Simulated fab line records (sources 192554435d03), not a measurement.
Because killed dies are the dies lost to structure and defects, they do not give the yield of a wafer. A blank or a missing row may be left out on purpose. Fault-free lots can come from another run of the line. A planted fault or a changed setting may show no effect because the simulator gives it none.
Chamber matching ; flow n5Finfet ; N5_HKMG_FIN_ALD_21 on aldMetal-02: 4 sister chambers
The step deposits TiN, target thk 1.5 nm, pulse time 1 s, purge time 3 s. 8 wafers are shown with their chamber, then 7 later ones without.

## WAFERS, EACH WITH ITS CHAMBER
wafer;chamber;heaterPowerW (W);precursorPulseHeightRel
L083.5;1;785;0.986
L085.3;2;849;1.039
L085.6;0;858;1.006
L089.1;0;865;1.010
L089.2;2;852;1.016
L089.3;1;760;1.029
L089.4;3;802;0.995
L089.5;3;827;0.996

## WAFERS WHOSE CHAMBER IS MISSING
wafer;heaterPowerW (W);precursorPulseHeightRel
L089.6;863;1.012
L092.3;807;0.987
L092.4;757;1.008
L092.5;877;0.990
L096.3;784;1.023
L096.5;814;1.024
L096.6;873;1.002

## EACH ONE'S CHAMBER
wafer;from the rows above;in truth
L089.6;can't be placed: 0 or 2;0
L092.3;3;3
L092.4;1;1
L092.5;can't be placed: 0 or 2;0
L096.3;can't be placed: 1 or 3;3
L096.5;can't be placed: 3 or 2 or 1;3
L096.6;can't be placed: 0 or 2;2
Placed correctly: 2 of 7. Not placeable from these rows: 5 (in 5, the candidates include the true chamber). Wrongly placed: 0.
How it was worked out, from the rows above alone: a wafer's distance from a chamber is the root of the sum, over the readings, of the square of ((its reading less the chamber's mean) divided by the reading's scatter). If the next closest chamber is less than 2 further off than the closest, the wafer can't be placed; otherwise it belongs to the closest. The mean given for a chamber averages the wafers shown for that chamber. The scatter: take each reading less its chamber's mean, square it, sum over the shown wafers, divide by the number of wafers less the number of chambers, and take the root.
